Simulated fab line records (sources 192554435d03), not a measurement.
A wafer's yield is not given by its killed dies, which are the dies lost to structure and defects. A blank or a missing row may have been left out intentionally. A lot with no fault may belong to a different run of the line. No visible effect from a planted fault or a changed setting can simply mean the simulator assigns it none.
Comparing a struck lot with a sound one -- flow n5Finfet -- 15 steps out of a route of 1938
Sound: the wafers L505.2, L505.3, L505.5. Struck: wafer L520.6; the same lot's L520.2 was not struck, so it is left out; see the end for the cause.
Per side, at each step with rows, come the tool, then ch with its chambers, and then its first start. Under that, the readings that differ: sound wafers -- struck wafers -- difference of the means -- sigmas: that difference in standard deviations of wafers without a fault.
alike: a reading whose means differ by less than 2 such deviations, as well as words and numbers matching on both sides. not compared: withheld readings; readings where some wafer has no value; bounds like >300 that might hide an equal value; numbers whose values overlap and for which the record gives no deviation.
A row with sigmas, a row that says differs or no value, or rows on one side alone: a step with any of these is where the two part. Non-overlapping numbers with no deviation appear without sigmas and do not part them. A reading missing from all wafers of one side parts the sides only when that side holds two or more wafers.

first, 1 step without rows for these wafers: N5_BEOL_M5_STRIP_91 (strips in N2/H2, time 10 s).
N5_BEOL_M5_OCD_MEAS_38:
  sound on ocd-01 at day 9 21:13; struck on ocd-02 at day 13 10:35
  alike: trenchDepthNm
then, 4 steps without rows for these wafers: N5_BEOL_M5_HM_STRIP_39 (strips TiN in peroxide tin strip, target depth 25 nm, time 158 s); N5_BEOL_M5_SRD_40 (time 30 s); N5_BEOL_M5_PRECLEAN_42 (cleans in residue remover, time 60 s); N5_BEOL_M5_SRD_43 (time 30 s).
N5_BEOL_M5_CD_MEAS_35: target cd 28 nm, target cd y 24 nm.
  sound on cdSem-03 at day 9 21:29; struck on cdSem-02 at day 13 10:46
  alike: cdNm
N5_BEOL_M5_CURE_80: cures SiCOH lowk, time 120 s.
  sound on uvCure-03 ch 2, day 9 21:37; struck on uvCure-01 ch 1, day 13 10:51
  alike: lampPowerPct, wafer_temp_C_max
N5_BEOL_M5_DEGAS_44: time 60 s.
  sound on pvdSputter-02 at day 9 22:20; struck on pvdSputter-03 at day 13 11:11
  alike: heaterPowerW
N5_BEOL_M5_PRE_CLEAN_45: time 30 s.
  sound on pvdSputter-02 at day 9 22:22; struck on pvdSputter-03 at day 13 11:14
  alike: heaterPowerW
then, 1 step without rows for these wafers: N5_BEOL_M5_ALD_86 (deposits TaN, pulse time 2 s, purge time 3 s, co reactant purge time 2 s).
N5_BEOL_M5_SURFACE_TREAT_87:
  sound on pvdSputter-02 at day 9 22:53; struck on pvdSputter-03 at day 13 11:31
  not compared: pressureMtorr, throttleValvePct
N5_BEOL_M5_CVD_47: deposits Co from CCTBA/H2, target thk 3 nm, time 216 s.
  sound on cvdCo-01 ch 1, day 9 23:03; struck on cvdCo-01 ch 1, day 13 11:44
reading,sound,struck,difference,sigmas
runLengthS (s),239.0 239.1 239.6,141.2,-98.0,-99 or more
N5_BEOL_M5_SPUTTER_48: material Cu, target thk 15 nm, time 27.62 s.
  sound on pvdSputter-01 at day 9 23:17; struck on pvdSputter-01 at day 13 12:08
  alike: throttleValvePct
-- a jump in the record: the struck wafers' starts before and after are 4 days apart (it breaks off in module BEOL_M5 and resumes in module PASSIVATION, where the first step shown is number 1936 of the route) --
N5_PASSIVATION_PROBE_49:
  record: rows for the struck wafers here (prober-01, day 17 22:26), none for the sound ones

== WHERE THEY PART ==
At N5_BEOL_M5_CVD_47 first; at N5_PASSIVATION_PROBE_49 last (within this record only).

WHY: what had been put in by the simulator
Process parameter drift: cvdCo-01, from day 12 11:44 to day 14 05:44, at N5_BEOL_M5_CVD_47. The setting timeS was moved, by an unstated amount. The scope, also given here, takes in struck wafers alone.
